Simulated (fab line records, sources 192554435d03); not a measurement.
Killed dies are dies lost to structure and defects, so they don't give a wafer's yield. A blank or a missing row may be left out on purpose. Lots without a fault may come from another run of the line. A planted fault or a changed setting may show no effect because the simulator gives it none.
Which tool did it? | flow n5_finfet | 11 lots, 32 wafers sampled, at 4 steps of a route of 1938

WHAT THE GAUGES READ, wafer by wafer
N5_BEOL_M10_CD_MEAS_11: target cd 64.1 nm.
lot  | measured     | on        | cd_nm (nm)
L754 | day 9 18:24  | cd_sem-03 | 63.7 63.9 64.0
L756 | day 10 03:50 | cd_sem-03 | 64.8 64.5 63.7
L757 | day 10 19:25 | cd_sem-01 | 64.4 64.9 64.4
L759 | day 11 05:21 | cd_sem-02 | 64.0 64.3 64.3
L762 | day 12 09:51 | cd_sem-03 | 63.9 64.4 64.7
L763 | day 12 23:13 | cd_sem-03 | 63.5 64.4 64.2
L764 | day 13 05:55 | cd_sem-02 | 63.3 63.3 63.7
L765 | day 14 00:49 | cd_sem-02 | 65.3 64.4 64.1
L766 | day 14 01:13 | cd_sem-01 | 63.7 65.1 63.7
L774 | day 15 06:48 | cd_sem-01 | 63.9 64.1
L777 | day 16 23:18 | cd_sem-02 | 64.4 64.1 64.0

N5_BEOL_M10_OCD_MEAS_38.
lot  | measured     | on     | trench_depth_nm (nm)
L754 | day 9 21:16  | ocd-01 | 149.6 153.5 152.6
L756 | day 10 05:32 | ocd-01 | 146.2 150.3 146.3
L757 | day 11 01:22 | ocd-01 | 150.0 151.0 150.5
L759 | day 11 08:02 | ocd-02 | 145.9 149.1 145.7
L762 | day 12 14:29 | ocd-02 | 149.1 145.4 148.2
L763 | day 13 00:44 | ocd-02 | 148.0 149.5 151.5
L764 | day 13 11:23 | ocd-02 | 150.8 150.6 150.0
L765 | day 14 03:56 | ocd-01 | 148.7 150.6 151.7
L766 | day 14 04:02 | ocd-02 | 148.8 150.9 149.1
L774 | day 15 09:32 | ocd-02 | 151.8 149.9
L777 | day 17 01:16 | ocd-02 | 151.8 155.8 147.7

WHICH TOOL RAN EACH LOT (tool, then ch and the chambers of the sampled wafers, then the start)
lot  | N5_BEOL_M10_CURE_71           | N5_BEOL_M10_ETCH_65
L754 | uv_cure-03 ch 0, day 9 17:05  | rie_diel-06 ch 0,1,2, day 9 20:48
L756 | uv_cure-01 ch 0, day 10 02:20 | rie_diel-06 ch 0,1, day 10 05:05
L757 | uv_cure-01 ch 2, day 10 18:24 | rie_diel-02 ch 0,3, day 11 00:55
L759 | uv_cure-02 ch 2, day 11 03:52 | rie_diel-06 ch 0,1, day 11 07:35
L762 | uv_cure-03 ch 2, day 12 05:10 | rie_diel-06 ch 0,1,3, day 12 14:01
L763 | uv_cure-03 ch 1, day 12 20:48 | rie_diel-01 ch 1,3, day 13 00:17
L764 | uv_cure-03 ch 1, day 13 02:05 | rie_diel-02 ch 0,1,3, day 13 10:55
L765 | uv_cure-01 ch 2, day 13 22:40 | rie_diel-06 ch 0,1,3, day 14 03:28
L766 | uv_cure-01 ch 0, day 13 23:47 | rie_diel-02 ch 1,2,3, day 14 03:34
L774 | uv_cure-02 ch 2, day 15 04:30 | rie_diel-06 ch 2,3, day 15 09:04
L777 | uv_cure-01 ch 1, day 16 18:44 | rie_diel-02 ch 0,2,3, day 17 00:49
- N5_BEOL_M10_CURE_71: cures SiCOH lowk, time 240 s.
- N5_BEOL_M10_ETCH_65: etches SiARC in CF4, target depth 39 nm, time 65 s.

WHAT THE TOOLS THEMSELVES READ (means of the sampled wafers that have a number; where no wafer has one, the mark that the record gives instead)
N5_BEOL_M10_CURE_71.
lot  | tool       | lamp_power_pct (%) | wafer_temp_C_max
L754 | uv_cure-03 | 52.35              | 386.9
L756 | uv_cure-01 | 52.30              | 386.1
L757 | uv_cure-01 | 52.33              | 387.5
L759 | uv_cure-02 | 52.32              | 386.9
L762 | uv_cure-03 | 52.39              | 386.4
L763 | uv_cure-03 | 52.36              | 388.0
L764 | uv_cure-03 | 52.33              | 387.6
L765 | uv_cure-01 | 52.34              | 387.4
L766 | uv_cure-01 | 52.29              | 386.2
L774 | uv_cure-02 | 52.30              | 386.9
L777 | uv_cure-01 | 52.32              | 386.2

N5_BEOL_M10_ETCH_65.
lot  | tool        | drypump_motor_current_A (A) | etch_rf_on_time_s (s) | oes_product_au (a.u.) | rf_vpp_V (V) | showerhead_plenum_p_Torr (Torr) | throttle_valve_pct (%)
L754 | rie_diel-06 | 5.5                         | 64.7                  | 0.70                  | 184.6        | 2.16                            | 15.47
L756 | rie_diel-06 | 5.5                         | 64.8                  | 0.65                  | 184.3        | 2.17                            | 15.53
L757 | rie_diel-02 | 5.7                         | 64.1                  | 0.61                  | 184.5        | 2.21                            | 15.49
L759 | rie_diel-06 | 5.5                         | 65.8                  | 0.63                  | 184.6        | 2.16                            | 15.55
L762 | rie_diel-06 | 5.7                         | 64.4                  | 0.71                  | 186.1        | 2.22                            | 15.48
L763 | rie_diel-01 | 5.8                         | 64.0                  | 0.78                  | 183.3        | 2.10                            | 15.56
L764 | rie_diel-02 | 5.6                         | 63.9                  | 0.63                  | 184.0        | 2.16                            | 15.49
L765 | rie_diel-06 | 5.7                         | 64.5                  | 0.70                  | 185.2        | 2.21                            | 15.49
L766 | rie_diel-02 | 5.6                         | 63.9                  | 0.67                  | 183.9        | 2.12                            | 15.48
L774 | rie_diel-06 | 6.0                         | 93.2                  | 0.68                  | 184.4        | 2.17                            | 15.41
L777 | rie_diel-02 | 5.6                         | 64.6                  | 0.69                  | 184.3        | 2.15                            | 15.39

THE ANSWER, worked out from the rows above alone
Rule: what is usual is taken from the lots themselves. Put in order of their means at a reading, lots are off if they are a third of the lots or fewer, leave a main group of 4 or more, and stand apart from it by a gap of 3 or more times the standard deviation of the main group's means; of several such gaps the widest counts. A main group whose means are all the same, to the digits that the tables above print for the reading, isn't used. A lot without any number at a reading at which 4 lots or more have one is off too. The other lots that the step has rows for count as sound. The gauges are gone through in route order, then the tools' own readings, and for those a lot's mean is taken as printed above. The first step at which some lot is off is used, and at that step the reading that is off furthest; a lot without a number counts as furthest.
Off: L774, at N5_BEOL_M10_ETCH_65 (etch_rf_on_time_s). The main group: mean 64.5 s, standard deviation 0.54.
A tool fits if, at that step or a process step before it, it ran every lot that is off, and no sound lot after the first of them. Can't be told from this: 2 tools fit, uv_cure-02 at N5_BEOL_M10_CURE_71, rie_diel-06 at N5_BEOL_M10_ETCH_65.

WHAT THE SIMULATOR HAD PUT IN
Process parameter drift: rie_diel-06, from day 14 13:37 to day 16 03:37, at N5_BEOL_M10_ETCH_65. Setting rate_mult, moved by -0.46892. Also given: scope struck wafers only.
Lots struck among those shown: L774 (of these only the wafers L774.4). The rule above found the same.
